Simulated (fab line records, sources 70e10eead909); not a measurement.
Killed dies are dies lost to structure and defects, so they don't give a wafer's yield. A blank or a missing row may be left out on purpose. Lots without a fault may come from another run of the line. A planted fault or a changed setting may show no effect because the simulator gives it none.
Chamber matching | flow nand_harc | NHARC_P_ZERO_WELL_ETCH_63 on rie_si-02: 4 sister chambers
The step etches the open film in HBr/Cl2, target depth 120 nm, time 40.1 s. 20 wafers are shown with their chamber, then 10 later ones without.

WAFERS WITH THEIR CHAMBER
wafer  | chamber | oes_product_au (a.u.) | chamber_pressure_mTorr (mTorr) | throttle_valve_pct (%)
L074.2 | 1       | 1.007                 | 14.986                         | 26.413
L074.3 | 2       | 1.000                 | 15.026                         | 26.415
L074.6 | 2       | 0.989                 | 14.998                         | 26.412
L075.3 | 0       | 1.001                 | 15.008                         | 26.408
L075.4 | 1       | 1.008                 | 15.012                         | 26.421
L075.5 | 0       | 0.995                 | 14.991                         | 26.394
L079.2 | 2       | 0.995                 | 14.997                         | 26.400
L079.3 | 3       | 0.986                 | 14.971                         | 26.400
L079.6 | 2       | 0.991                 | 15.002                         | 26.405
L080.1 | 2       | 0.982                 | 14.983                         | 26.420
L080.5 | 1       | 0.988                 | 15.007                         | 26.413
L080.6 | 0       | 0.997                 | 14.992                         | 26.416
L084.1 | 3       | 0.993                 | 15.010                         | 26.421
L084.5 | 0       | 1.000                 | 14.996                         | 26.422
L084.6 | 1       | 0.988                 | 14.987                         | 26.398
L086.2 | 0       | 1.008                 | 15.014                         | 26.404
L086.3 | 3       | 0.993                 | 14.990                         | 26.423
L086.5 | 0       | 1.013                 | 15.015                         | 26.396
L087.2 | 1       | 0.985                 | 15.013                         | 26.409
L087.3 | 0       | 0.999                 | 15.005                         | 26.415

SIGNATURES (means of the wafers above)
reading                | chamber 0 | chamber 1 | chamber 2 | chamber 3 | scatter within a chamber
oes_product_au         | 1.00186   | 0.99520   | 0.99140   | 0.99067   | 0.00778
chamber_pressure_mTorr | 15.00300  | 15.00100  | 15.00120  | 14.99033  | 0.0138
throttle_valve_pct     | 26.40786  | 26.41080  | 26.41040  | 26.41467  | 0.00976
Rule: a wafer's distance from a chamber is the root of the sum, over the readings, of the square of ((its reading less the chamber's mean) divided by the reading's scatter). The wafer belongs to the nearest chamber; if the next one is less than 2 further off, it can't be placed. The scatter: the root of (the sum of the squares of (reading less its chamber's mean) over the shown wafers, divided by (wafers less chambers)).

WAFERS WITHOUT THEIR CHAMBER
wafer  | oes_product_au (a.u.) | chamber_pressure_mTorr (mTorr) | throttle_valve_pct (%)
L087.5 | 0.983                 | 14.999                         | 26.409
L093.2 | 0.994                 | 15.010                         | 26.403
L093.3 | 0.996                 | 14.994                         | 26.389
L093.6 | 0.983                 | 15.020                         | 26.418
L094.1 | 0.997                 | 14.962                         | 26.406
L094.3 | 0.987                 | 14.989                         | 26.406
L094.5 | 0.993                 | 15.011                         | 26.411
L096.1 | 0.995                 | 14.998                         | 26.421
L096.2 | 0.981                 | 14.994                         | 26.394
L096.3 | 0.992                 | 14.981                         | 26.412

WHICH CHAMBER EACH WENT THROUGH
wafer  | from the rows above               | in truth
L087.5 | can't be placed: 2 or 3 or 1 or 0 | 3
L093.2 | can't be placed: 1 or 2 or 0 or 3 | 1
L093.3 | can't be placed: 0 or 1 or 2 or 3 | 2
L093.6 | can't be placed: 2 or 1 or 3 or 0 | 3
L094.1 | can't be placed: 3 or 1 or 2 or 0 | 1
L094.3 | can't be placed: 3 or 2 or 1 or 0 | 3
L094.5 | can't be placed: 2 or 1 or 0 or 3 | 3
L096.1 | can't be placed: 3 or 1 or 2 or 0 | 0
L096.2 | can't be placed: 2 or 3 or 1 or 0 | 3
L096.3 | can't be placed: 3 or 2 or 1 or 0 | 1
Placed correctly: 0 of 10. Can't be placed from these rows: 10 (the true chamber is among the candidates in 10). Placed wrongly: 0.
